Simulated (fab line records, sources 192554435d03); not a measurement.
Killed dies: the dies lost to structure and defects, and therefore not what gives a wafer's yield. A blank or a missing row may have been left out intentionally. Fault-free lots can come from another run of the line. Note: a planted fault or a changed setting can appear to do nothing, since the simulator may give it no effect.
Split-lot experiment | flow n5Finfet | 7 lots, 21 wafers read, on a route of 1938 steps

== ABOUT THE SPLIT ==
At N5_FIN_SAQP_COAT_68 (time 60 s, resist thk 100 nm), the setting spinRpm was moved away from the recipe's 1500 rpm on 5 of the 21 wafers read, by -8.2% to +4.4%. All remaining wafers had this setting at the recipe value.

The reading comes from the split's own step.

== THE READING ==
SOC_of_FIN_SAQP_COAT_68.thkNm (the simulator's own value, which no gauge read), in nm, at N5_FIN_SAQP_COAT_68 (time 60 s, resist thk 100 nm). There is no usual value for it anywhere in the file. The 16 wafers here that ran the recipe average 100.2 nm, standard deviation 0.41 nm.

wafer  | tool, chamber at the split | spinRpm as run, rpm | against the recipe | SOC_of_FIN_SAQP_COAT_68.thkNm, nm | against lot-mates on the recipe
L075.1 | lithoTrack-02, 0           | 1500                | recipe             | 100.2                             | -
L075.4 | lithoTrack-02, 0           | 1388                | -7.5%              | 104.4                             | +4.2
L075.5 | lithoTrack-02, 0           | 1388                | -7.5%              | 104.6                             | +4.4
L077.2 | lithoTrack-02, 0           | 1500                | recipe             | 100.8                             | -
L077.3 | lithoTrack-02, 0           | 1500                | recipe             | 101                               | -
L077.5 | lithoTrack-02, 0           | 1426                | -4.9%              | 103.6                             | +2.7
L078.2 | lithoTrack-03, 0           | 1500                | recipe             | 100                               | -
L078.4 | lithoTrack-03, 0           | 1500                | recipe             | 99.8                              | -
L078.5 | lithoTrack-03, 0           | 1500                | recipe             | 100.2                             | -
L083.2 | lithoTrack-03, 0           | 1500                | recipe             | 99.8                              | -
L083.6 | lithoTrack-03, 0           | 1500                | recipe             | 99.8                              | -
L083.4 | lithoTrack-03, 0           | 1500                | recipe             | 100                               | -
L088.1 | lithoTrack-01, 0           | 1500                | recipe             | 100.4                             | -
L088.4 | lithoTrack-01, 0           | 1500                | recipe             | 100.6                             | -
L088.5 | lithoTrack-01, 0           | 1500                | recipe             | 101                               | -
L090.3 | lithoTrack-02, 0           | 1500                | recipe             | 100.4                             | -
L090.5 | lithoTrack-02, 0           | 1500                | recipe             | 100                               | -
L090.6 | lithoTrack-02, 0           | 1566                | +4.4%              | 98                                | -2.2
L092.1 | lithoTrack-01, 0           | 1500                | recipe             | 99.8                              | -
L092.2 | lithoTrack-01, 0           | 1500                | recipe             | 100                               | -
L092.5 | lithoTrack-01, 0           | 1377                | -8.2%              | 104.2                             | +4.3

THE FIT
A straight line over all 21 wafers: SOC_of_FIN_SAQP_COAT_68.thkNm changes by -0.548 nm for each +1% of spinRpm; r = -0.97; the points scatter about the line by 0.43 nm.
The same after taking each lot's own level away (the mean of its wafers on the recipe; 21 wafers): -0.548 nm for each +1%; r = -1.00; scatter 0.18 nm.
On that fit, the largest move of spinRpm shifts the reading by 4.5 nm.
Across the lots, their own levels run from 99.87 to 100.90 nm, a range of 2.5 times the standard deviation given above.
So the lot-to-lot level changes the slope little: the two slopes agree.
Check: +4.61 nm against its lot-mates is what the line predicts for one of the wafers moved furthest among these (-8.2%) when that wafer is left out of the fit. Against them it came out at +4.3 nm.

== OTHER SPLITS APPLIED TO THESE WAFERS ==
Before the reading, these wafers also passed through other splits. Each is held against what the fit with the lots' levels taken away leaves over:
other split on the same wafers | wafers away from the commonest value | r with SOC_of_FIN_SAQP_COAT_68.thkNm (lot level and that fit taken away)
N5_ZERO_LAYER_EXPOSE_08 doseMj | 7                                    | -0.09
N5_ZERO_LAYER_PEB_09 pebTimeS  | as run: not given for these wafers   | -
N5_FIN_SAQP_ALD_61 tempC       | 7                                    | +0.04
N5_FIN_SAQP_HM_DEP_03 timeS    | 5                                    | -0.15
N5_FIN_SAQP_ETCH_65 timeS      | 6                                    | +0.24

== FILE'S OWN FIT ==
SOC_of_FIN_SAQP_COAT_68.thkNm changes by -0.542 nm for each +1% of spinRpm, r = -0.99.
